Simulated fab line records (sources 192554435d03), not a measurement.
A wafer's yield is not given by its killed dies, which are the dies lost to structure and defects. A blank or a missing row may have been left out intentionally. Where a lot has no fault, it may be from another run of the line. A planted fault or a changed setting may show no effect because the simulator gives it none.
fab line records + flow n5-finfet + part 2 of 2: steps 28 to 33 of 33
record:
- lots: 5
- wafers: 15
- last-day: 16
route steps=1938 shown BEOL_M6@1252 BEOL_M7@1263
lots that met no fault: from a run of the same line without faults
start-h: hours from the record's first day to the start of the lot's first wafer shown + wait-h: hours elapsed since this lot's preceding step + " identical to the entry in the row above + L1.1+2: a single row standing in for several wafers + - either no value or no given start + * or withheld: withheld + < > ~ a bound
route shown NAME@n: NAME is a module with steps in the file, n the number in the route of the first one + usual: mean/standard deviation taken from wafers without a fault + same: alike in all rows + chamber/n: place in a boat + sites: the reading at each site + _std_site: the values' standard deviation + _edge_site: inner sites' mean taken away from outer sites' mean + radius-mm: how far each site lies from the wafer's centre + mask NAME#n: copy n + behind: the most recent tool/chamber to have shaped the wafer + hold: why the lot was held/for how many hours/how that ended + device: whichever transistor did not switch (one of n, p or np) + end of line: the route-end tests of the same wafers + step lacking rows: just its recipe + killed: not the wafer's yield, but the dies lost to structure and defects at the first sort + map: the dies of a wafer, with x for killed, . for not killed, _ for no die there
set.NAME: setting as actually run; set.NAME@STEP: the setting as run at that earlier step + model.NAME: the simulator's own value behind a step, which no gauge read
lots seen at some steps along the route; tables by step, rows by wafer
services: from which hour (start-h, from the record's first day; less than 0 if before it) a tool's chamber was out of use, for how many hours, and why
== steps ==
step: N5_BEOL_M7_DESCUM_16
recipe:
- chemistry: O2
- time-s: 7.9
- source-power-w: 50
- bias-power-w: 20
- pressure-mtorr: 20
- rf-frequency-hz: 2.712e+07
- temp-c: 40
- resist: CAR-ArF
- o2-flow-sccm: 225
usual:
- drypump-motor-current-A: 5.7/0.39
- oes-product-au: 0.80/0.062
- rf-vpp-V: 243.4/1.4
- showerhead-plenum-p-Torr: 2.11/0.083
- throttle-valve-pct: 20.45/0.26
| lot.wafer | tool        | chamber | start-h | wait-h | drypump-motor-current-A | oes-product-au | rf-hours-counter-h | rf-vpp-V | showerhead-plenum-p-Torr | throttle-valve-pct |
|-----------|-------------|---------|---------|--------|-------------------------|----------------|--------------------|----------|--------------------------|--------------------|
| L074.1    | rie-diel-04 | 0       | 195.89  | 0.2    | 5.6                     | 0.91           | 18                 | 240.7    | 2.06                     | 20.17              |
| L074.3    | "           | 2       | "       | "      | 5.4                     | 0.82           | 98                 | 241.8    | 2.02                     | 20.50              |
| L074.6    | "           | 3       | "       | "      | 6.0                     | 0.88           | -                  | 244.5    | 2.14                     | 20.49              |
| L084.2    | rie-diel-02 | 0       | 251.53  | 0.4    | 5.1                     | 0.74           | 179                | 244.1    | 2.20                     | 20.87              |
| L084.3    | "           | 2       | "       | "      | 6.5                     | 0.77           | 105                | 242.1    | 2.03                     | 20.90              |
| L084.4    | "           | 2       | "       | "      | 6.5                     | 0.77           | -                  | 242.3    | 2.03                     | 20.91              |
| L087.1    | rie-diel-04 | 1       | 263.17  | 0.0    | 5.6                     | 0.69           | 235                | 242.9    | 2.05                     | 20.39              |
| L087.3    | "           | 0       | "       | "      | 5.6                     | 0.87           | 37                 | 241.5    | 2.06                     | 20.22              |
| L087.4    | "           | 3       | "       | "      | 6.0                     | 0.85           | 48                 | 244.1    | 2.13                     | 20.53              |
| L089.2    | rie-diel-06 | 1       | 277.37  | 0.6    | 6.2                     | 0.81           | 81                 | 242.3    | 2.03                     | 20.08              |
| L089.4    | "           | 2       | "       | "      | 6.0                     | 0.80           | -                  | 244.3    | 2.22                     | 20.43              |
| L089.6    | "           | 1       | "       | "      | 6.2                     | 0.81           | -                  | 242.3    | 2.03                     | 20.11              |
| L095.1    | rie-diel-04 | 0       | 317.20  | 0.0    | 5.6                     | 0.85           | 55                 | 242.4    | 2.05                     | 20.24              |
| L095.4    | "           | 2       | "       | "      | 5.4                     | 0.77           | 132                | 242.2    | 2.00                     | 20.53              |
| L095.6    | "           | 3       | "       | "      | 6.0                     | 0.83           | -                  | 243.8    | 2.12                     | 20.57              |
step: N5_BEOL_M7_ETCH_61
recipe:
- chemistry: CF4
- target: SiARC
- target-depth-a: 455
- mask-material: CAR-ArF
- time-s: 75.8
- ion-energy-ev: 80
- pressure-mtorr: 40
- source-w: 545
- bias-w: 36
- Ar_flow_sccm: 100
- cf4-flow-sccm: 100
- ends: cleared
usual:
- drypump-motor-current-A: 5.7/0.39
- etch-rf-on-time-s: 75.6/1.5
- oes-product-au: 0.69/0.057
- rf-vpp-V: 184.2/1.2
- showerhead-plenum-p-Torr: 2.16/0.078
- throttle-valve-pct: 15.58/0.25
| lot.wafer | tool        | chamber | start-h | wait-h | drypump-motor-current-A | etch-rf-on-time-s | oes-product-au | rf-hours-counter-h | rf-vpp-V | showerhead-plenum-p-Torr | throttle-valve-pct |
|-----------|-------------|---------|---------|--------|-------------------------|-------------------|----------------|--------------------|----------|--------------------------|--------------------|
| L074.1    | rie-diel-04 | 0       | 195.93  | 0.0    | 5.7                     | 76.7              | 0.77           | 18                 | 182.9    | 2.09                     | 15.22              |
| L074.3    | "           | 2       | "       | "      | 5.4                     | 73.5              | 0.71           | 98                 | 182.7    | 2.07                     | 15.67              |
| L074.6    | "           | 3       | "       | "      | 6.0                     | 72.5              | 0.79           | -                  | 184.4    | 2.18                     | 15.61              |
| L084.2    | rie-diel-02 | 0       | 251.57  | 0.0    | 5.1                     | 74.0              | 0.63           | 179                | 185.9    | 2.23                     | 15.90              |
| L084.3    | "           | 2       | "       | "      | 6.5                     | 77.9              | 0.66           | 105                | 182.2    | 2.06                     | 15.89              |
| L084.4    | "           | 2       | "       | "      | 6.5                     | 77.6              | 0.66           | -                  | 183.3    | 2.06                     | 15.91              |
| L087.1    | rie-diel-04 | 1       | 263.20  | 0.0    | 5.5                     | 76.3              | 0.59           | 235                | 184.3    | 2.13                     | 15.82              |
| L087.3    | "           | 0       | "       | "      | 5.7                     | 76.2              | 0.75           | 37                 | 183.4    | 2.08                     | 15.26              |
| L087.4    | "           | 3       | "       | "      | 6.0                     | 72.8              | 0.75           | 48                 | 184.5    | 2.17                     | 15.64              |
| L089.2    | rie-diel-06 | 1       | 277.40  | 0.0    | 6.2                     | 74.7              | 0.72           | 81                 | 182.5    | 2.08                     | 15.34              |
| L089.4    | "           | 2       | "       | "      | 6.0                     | 77.0              | 0.68           | -                  | 184.7    | 2.24                     | 15.44              |
| L089.6    | "           | 1       | "       | "      | 6.2                     | 75.4              | 0.70           | -                  | 182.5    | 2.08                     | 15.34              |
| L095.1    | rie-diel-04 | 0       | 317.24  | 0.0    | 5.7                     | 77.3              | 0.72           | 55                 | 183.6    | 2.08                     | 15.29              |
| L095.4    | "           | 2       | "       | "      | 5.3                     | 74.7              | 0.68           | 132                | 182.2    | 2.06                     | 15.74              |
| L095.6    | "           | 3       | "       | "      | 6.0                     | 74.2              | 0.72           | -                  | 185.0    | 2.17                     | 15.69              |
step: N5_BEOL_M7_ETCH_62
recipe:
- chemistry: N2/H2
- target: SOC
- target-depth-a: 1100
- overetch-a: 220
- mask-material: SiARC
- temp-c: 40
- time-s: 165
- ion-energy-ev: 200
- pressure-mtorr: 30
- source-w: 840
- bias-w: 150
- n2-flow-sccm: 200
- h2-flow-sccm: 200
usual:
- drypump-motor-current-A: 5.7/0.39
- oes-product-au: 0.68/0.053
- rf-vpp-V: 524.4/2.6
- showerhead-plenum-p-Torr: 2.56/0.092
- throttle-valve-pct: 17.78/0.26
| lot.wafer | tool        | chamber | start-h | wait-h | drypump-motor-current-A | oes-product-au | rf-hours-counter-h | rf-vpp-V | showerhead-plenum-p-Torr | throttle-valve-pct |
|-----------|-------------|---------|---------|--------|-------------------------|----------------|--------------------|----------|--------------------------|--------------------|
| L074.1    | rie-diel-04 | 0       | 195.98  | 0.0    | 5.6                     | 0.79           | 18                 | 523.0    | 2.49                     | 17.46              |
| L074.3    | "           | 2       | "       | "      | 5.4                     | 0.69           | 98                 | 520.5    | 2.44                     | 17.93              |
| L074.6    | "           | 3       | "       | "      | 6.0                     | 0.76           | -                  | 523.5    | 2.58                     | 17.82              |
| L084.2    | rie-diel-02 | 0       | 251.62  | 0.0    | 5.1                     | 0.62           | 179                | 526.2    | 2.64                     | 18.05              |
| L084.3    | "           | 2       | "       | "      | 6.5                     | 0.66           | 105                | 519.7    | 2.46                     | 18.21              |
| L084.4    | "           | 2       | "       | "      | 6.5                     | 0.66           | -                  | 520.8    | 2.46                     | 18.20              |
| L087.1    | rie-diel-04 | 1       | 263.26  | 0.0    | 5.6                     | 0.59           | 235                | 523.9    | 2.49                     | 17.82              |
| L087.3    | "           | 0       | "       | "      | 5.6                     | 0.74           | 37                 | 522.8    | 2.48                     | 17.48              |
| L087.4    | "           | 3       | "       | "      | 6.0                     | 0.73           | 48                 | 524.7    | 2.57                     | 17.86              |
| L089.2    | rie-diel-06 | 1       | 277.46  | 0.0    | 6.2                     | 0.70           | 81                 | 521.9    | 2.48                     | 17.58              |
| L089.4    | "           | 2       | "       | "      | 6.0                     | 0.68           | -                  | 527.4    | 2.65                     | 17.54              |
| L089.6    | "           | 1       | "       | "      | 6.2                     | 0.70           | -                  | 521.8    | 2.48                     | 17.58              |
| L095.1    | rie-diel-04 | 0       | 317.29  | 0.0    | 5.6                     | 0.72           | 55                 | 523.3    | 2.48                     | 17.54              |
| L095.4    | "           | 2       | "       | "      | 5.4                     | 0.67           | 132                | 521.4    | 2.43                     | 17.96              |
| L095.6    | "           | 3       | "       | "      | 6.0                     | 0.71           | -                  | 525.4    | 2.56                     | 17.88              |
step: N5_BEOL_M7_STRIP_68
recipe:
- chemistry: N2/H2
- temp-c: 40
- n2-flow-sccm: 200
- h2-flow-sccm: 200
- rf-frequency-hz: 6e+07
| lot.wafer  | tool        | chamber | start-h | wait-h |
|------------|-------------|---------|---------|--------|
| L074.1+3+6 | rie-diel-04 | 0,2,3   | 196.12  | 0.1    |
| L084.2+3+4 | rie-diel-02 | 0,2,2   | 251.76  | 0.1    |
| L087.1+3+4 | rie-diel-04 | 1,0,3   | 263.40  | 0.1    |
| L089.2+4+6 | rie-diel-06 | 1,2,1   | 277.60  | 0.1    |
| L095.1+4+6 | rie-diel-04 | 0,2,3   | 317.43  | 0.1    |
step: N5_BEOL_M7_STRIP_67
recipe:
- chemistry: CF4
- resist: SiARC
- power-w: 300
- bias-power-w: 75
- pressure-mtorr: 50
- cf4-flow-sccm: 150
- rf-frequency-hz: 6e+07
usual:
- drypump-motor-current-A: 5.7/0.39
- oes-product-au: 0.80/0.063
- rf-vpp-V: 271.4/1.7
- showerhead-plenum-p-Torr: 1.81/0.063
- throttle-valve-pct: 13.55/0.25
| lot.wafer | tool        | chamber | start-h | wait-h | drypump-motor-current-A | oes-product-au | rf-hours-counter-h | rf-vpp-V | showerhead-plenum-p-Torr | throttle-valve-pct |
|-----------|-------------|---------|---------|--------|-------------------------|----------------|--------------------|----------|--------------------------|--------------------|
| L074.1    | rie-diel-04 | 0       | 196.13  | 0.0    | 5.7                     | 0.92           | 18                 | 270.5    | 1.75                     | 13.19              |
| L074.3    | "           | 2       | "       | "      | 5.4                     | 0.82           | 98                 | 269.6    | 1.73                     | 13.64              |
| L074.6    | "           | 3       | "       | "      | 6.0                     | 0.89           | -                  | 272.6    | 1.83                     | 13.54              |
| L084.2    | rie-diel-02 | 0       | 251.77  | 0.0    | 5.1                     | 0.73           | 179                | 272.9    | 1.86                     | 13.85              |
| L084.3    | "           | 2       | "       | "      | 6.5                     | 0.78           | 105                | 270.3    | 1.73                     | 13.87              |
| L084.4    | "           | 2       | "       | "      | 6.5                     | 0.77           | -                  | 268.9    | 1.73                     | 13.84              |
| L087.1    | rie-diel-04 | 1       | 263.41  | 0.0    | 5.5                     | 0.69           | 235                | 270.3    | 1.78                     | 13.82              |
| L087.3    | "           | 0       | "       | "      | 5.7                     | 0.87           | 38                 | 270.0    | 1.75                     | 13.25              |
| L087.4    | "           | 3       | "       | "      | 6.0                     | 0.86           | 48                 | 271.0    | 1.82                     | 13.59              |
| L089.2    | rie-diel-06 | 1       | 277.61  | 0.0    | 6.2                     | 0.82           | 81                 | 271.1    | 1.74                     | 13.32              |
| L089.4    | "           | 2       | "       | "      | 6.0                     | 0.80           | -                  | 274.1    | 1.88                     | 13.43              |
| L089.6    | "           | 1       | "       | "      | 6.2                     | 0.82           | -                  | 270.3    | 1.74                     | 13.30              |
| L095.1    | rie-diel-04 | 0       | 317.44  | 0.0    | 5.6                     | 0.85           | 55                 | 271.0    | 1.75                     | 13.32              |
| L095.4    | "           | 2       | "       | "      | 5.4                     | 0.78           | 132                | 269.3    | 1.72                     | 13.72              |
| L095.6    | "           | 3       | "       | "      | 6.0                     | 0.83           | -                  | 271.1    | 1.82                     | 13.65              |
step: N5_BEOL_M7_HM_OPEN_17
recipe:
- chemistry: Cl2/BCl3
- target-depth-a: 200
- overetch-a: 60
- target: TiN
- mask-material: SOC
- ion-energy-ev: 150
- pressure-mtorr: 10
- icp-w: 1000
- bias-w: 126
- Cl2_flow_sccm: 53.25
- bcl3-flow-sccm: 21.75
- Ar_flow_sccm: 25
usual:
- drypump-motor-current-A: 5.9/0.47
- oes_ar_750_au: 0.78/0.11
- oes-product-au: 0.67/0.088
- throttle-valve-pct: 22.17/0.22
| lot.wafer | tool         | chamber | start-h | wait-h | drypump-motor-current-A | oes_ar_750_au | oes-product-au | rf-hours-counter-h | throttle-valve-pct |
|-----------|--------------|---------|---------|--------|-------------------------|---------------|----------------|--------------------|--------------------|
| L074.1    | rie-metal-02 | 1       | 196.17  | 0.0    | 5.1                     | 0.61          | 0.50           | 132                | 22.42              |
| L074.3    | "            | 1       | "       | "      | 5.1                     | 0.60          | 0.49           | -                  | 22.40              |
| L074.6    | "            | 0       | "       | "      | 6.0                     | 0.74          | 0.65           | -                  | 22.14              |
| L084.2    | rie-metal-02 | 1       | 251.81  | 0.0    | 5.1                     | 1.00          | 0.82           | 1                  | 22.16              |
| L084.3    | "            | 1       | "       | "      | 5.1                     | 0.99          | 0.82           | -                  | 22.15              |
| L084.4    | "            | 0       | "       | "      | 6.1                     | 0.73          | 0.65           | -                  | 22.14              |
| L087.1    | rie-metal-02 | 1       | 263.45  | 0.0    | 5.1                     | 0.99          | 0.79           | 2                  | 22.16              |
| L087.3    | "            | 1       | "       | "      | 5.1                     | 0.97          | 0.80           | -                  | 22.16              |
| L087.4    | "            | 1       | "       | "      | 5.1                     | 0.98          | 0.79           | -                  | 22.16              |
| L089.2    | rie-metal-01 | 1       | 277.65  | 0.0    | 6.5                     | 0.93          | 0.78           | 3                  | 22.27              |
| L089.4    | "            | 0       | "       | "      | 6.4                     | 0.72          | 0.63           | -                  | 22.09              |
| L089.6    | "            | 0       | "       | "      | 6.4                     | 0.73          | 0.62           | -                  | 22.11              |
| L095.1    | rie-metal-03 | 0       | 317.48  | 0.0    | 5.6                     | 0.68          | 0.57           | 95                 | 22.42              |
| L095.4    | "            | 0       | "       | "      | 5.6                     | 0.68          | 0.57           | -                  | 22.43              |
| L095.6    | "            | 0       | "       | "      | 5.6                     | 0.68          | 0.57           | -                  | 22.45              |
== services ==
| tool            | chamber | start-h | hours | kind   |
|-----------------|---------|---------|-------|--------|
| ecd-cu-02       | -       | 179.17  | 5.5   | pm     |
| rie-diel-06     | 1       | 181.26  | 7.0   | repair |
| rie-diel-06     | 2       | 187.71  | 4.6   | repair |
| cmp-01          | -       | 211.87  | 4.0   | pm     |
| pecvd-03        | 2       | 214.79  | 5.7   | repair |
| rie-metal-02    | -       | 220.54  | 1.9   | repair |
| arfi-scanner-01 | -       | 229.30  | 0.3   | repair |
| arfi-scanner-01 | -       | 230.92  | 4.0   | repair |
| rie-diel-02     | 3       | 240.22  | 32.8  | repair |
| arfi-scanner-01 | -       | 244.73  | 4.1   | repair |
| pecvd-02        | -       | 245.16  | 1.7   | repair |
| rie-metal-02    | 0       | 259.68  | 4.2   | repair |
| cmp-01          | -       | 260.65  | 4.2   | repair |
| arfi-scanner-01 | -       | 268.43  | 3.1   | pm     |
| arfi-scanner-01 | -       | 272.24  | 0.8   | pm     |
| arfi-scanner-01 | -       | 274.74  | 1.3   | pm     |
| arfi-scanner-01 | -       | 278.59  | 1.0   | pm     |
| rie-diel-04     | 1       | 279.44  | 3.4   | repair |
| cmp-01          | -       | 286.22  | 19.7  | repair |
| uv-cure-02      | -       | 289.28  | 1.5   | repair |
| pecvd-03        | -       | 291.16  | 6.0   | pm     |
| arfi-scanner-01 | -       | 292.49  | 1.0   | pm     |
| rie-diel-04     | 2       | 293.66  | 8.2   | repair |
| rie-diel-06     | 1       | 311.17  | 5.3   | repair |
